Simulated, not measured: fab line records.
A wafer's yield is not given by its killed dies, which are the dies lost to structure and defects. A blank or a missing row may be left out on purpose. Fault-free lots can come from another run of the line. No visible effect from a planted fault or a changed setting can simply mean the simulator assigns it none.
Struck lot and sound lot, side by side / flow n5Finfet / 14 steps out of a route of 1938
Sound: the wafers L846.2, L846.5. Struck: wafer L854.6. (L854.1 of the same lot was not struck and is left out.) The cause comes at the end.
Each step with rows lists, per side, the tool, then ch with its chambers, then its first start. Under that, the readings that differ: sound wafers / struck wafers / difference of the means / sigmas: that difference in standard deviations of wafers without a fault.
alike: same words and numbers on both sides, and readings whose means sit less than 2 such deviations apart. not compared: any withheld reading, any reading some wafer has no value for, any bound like >300 that may hide the same value, and any number with overlapping values for which the record gives no deviation.
Wherever a step has rows on one side only, a row that says differs or no value, or a row with sigmas, the two part there. Numbers that have no deviation but don't overlap get no sigmas and don't part them. Lack of a reading on every wafer of one side parts them only where that side has two or more wafers.

first, 3 steps without rows for these wafers: N5_BEOL_M15_PRECLEAN_39 (cleans in residue remover, time 60 s); N5_BEOL_M15_SRD_40 (time 30 s, dry time 30 s); N5_BEOL_M15_DEGAS_41 (time 60 s).
N5_BEOL_M15_PRE_CLEAN_42: time 30 s.
  sound on pvdSputter-03, day 12 03:43; struck on pvdSputter-03, day 14 13:31
  alike: heaterPowerW
N5_BEOL_M15_SPUTTER_43: material TaN, target thk 15 nm, time 24.19 s.
  sound on pvdSputter-03, day 12 03:46; struck on pvdSputter-03, day 14 13:34
  alike: throttleValvePct
N5_BEOL_M15_SPUTTER_44: material Ta, target thk 15 nm, time 24.19 s.
  sound on pvdSputter-03, day 12 03:50; struck on pvdSputter-03, day 14 13:38
  alike: throttleValvePct
N5_BEOL_M15_SPUTTER_45: material Cu, target thk 100 nm, time 16.67 s.
  sound on pvdSputter-03, day 12 03:55; struck on pvdSputter-03, day 14 13:43
  alike: throttleValvePct
then, 2 steps without rows for these wafers: N5_BEOL_M15_ECD_47 (material Cu, target thk 1860 nm); N5_BEOL_M15_ANNEAL_48 (time 90 s).
N5_BEOL_M15_CMP_49: polishes, stops on SiO2, t overpolish 4.9 s, target thk 850 nm.
  sound on cmp-01 ch 0,2, day 12 04:44; struck on cmp-01 ch 0, day 14 14:35
reading=barrierFieldEndpointS (s); sound=11.75 11.63; struck=11.12; difference=-0.57; sigmas=-2
  alike: headPressurePsi, motorCurrentA, overpolishRunS
N5_BEOL_M15_THK_MEAS_50: measures by xrf.
  sound on filmMetro-02, day 12 04:57; struck on filmMetro-02, day 14 14:50
reading=M15_THK (nm); sound=865 867; struck=910; difference=+44; sigmas=+2
then, 1 step without rows for these wafers: N5_BEOL_M15_PRE_CLEAN_52 (time 15 s).
N5_BEOL_M15_DEP_53: deposits SiCN from 3MS/NH3, target thk 50 nm, time 17.8 s.
  sound on pecvd-01 ch 1, day 12 05:01; struck on pecvd-01 ch 1, day 14 14:54
reading=model.SiCN_of_BEOL_M15_DEP_53.thkNm (nm); sound=50.2 50.6; struck=21.8; difference=-28.6; sigmas=
  alike: showerheadPlenumPTorr, throttleValvePct
N5_BEOL_M15_RS_MEAS_54: a four-point-probe measurement.
  sound on filmMetro-01, day 12 05:05; struck on filmMetro-02, day 14 14:58
  alike: M15_RS

## WHERE THEY PART
First at N5_BEOL_M15_CMP_49; last, within this record, at N5_BEOL_M15_THK_MEAS_50. Later steps at which nothing parts them and some readings are alike: N5_BEOL_M15_DEP_53, N5_BEOL_M15_RS_MEAS_54.

WHY: what the simulator had put in
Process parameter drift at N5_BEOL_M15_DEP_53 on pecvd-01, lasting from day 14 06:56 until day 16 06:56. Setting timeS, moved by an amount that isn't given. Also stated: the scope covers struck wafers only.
